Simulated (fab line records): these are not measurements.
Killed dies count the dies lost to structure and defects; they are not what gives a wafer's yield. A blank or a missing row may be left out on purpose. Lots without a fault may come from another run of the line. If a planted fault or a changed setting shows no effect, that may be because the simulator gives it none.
Matching of chambers | flow n5_finfet | 4 sister chambers for N5_BEOL_M0_SAQP_ETCH_73 on rie_diel-02
The step etches SiARC in CF4, target depth 19.5 nm, time 32.5 s. 4 wafers are shown with their chamber, then 10 later ones without.

== WAFERS PAIRED WITH THEIR CHAMBERS ==
wafer  | chamber | showerhead_plenum_p_Torr (Torr)
L083.1 | 1       | 2.20
L087.1 | 0       | 2.22
L088.3 | 2       | 2.12
L088.5 | 3       | 2.26

== WAFERS WHOSE CHAMBER IS MISSING ==
wafer  | showerhead_plenum_p_Torr (Torr)
L088.6 | 2.22
L090.1 | 2.21
L090.3 | 2.25
L090.6 | 2.25
L093.1 | 2.20
L093.3 | 2.12
L093.5 | 2.21
L097.1 | 2.21
L097.3 | 2.20
L097.4 | 2.12

== EACH ONE'S CHAMBER ==
wafer  | from the rows above     | in truth
L088.6 | 0                       | 0
L090.1 | can't be placed: 1 or 0 | 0
L090.3 | 3                       | 3
L090.6 | 3                       | 3
L093.1 | 1                       | 1
L093.3 | 2                       | 2
L093.5 | can't be placed: 1 or 0 | 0
L097.1 | can't be placed: 1 or 0 | 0
L097.3 | 1                       | 1
L097.4 | 2                       | 2
Placed correctly: 7 of 10. Cannot be placed on the basis of these rows: 3; the candidates contain the true chamber in 3. Placed wrongly: 0.
How it was worked out, from the rows above alone: a wafer's distance from a chamber is the root of the sum, over the readings, of the square of ((its reading less the chamber's mean) divided by the reading's scatter). The wafer belongs to the nearest chamber; if the next one is less than 2 further off, it can't be placed. A chamber's mean is the mean of its shown wafers. The scatter: with one shown wafer a chamber, the root of the mean of the squares of how far each hidden wafer lies from its nearest shown one.
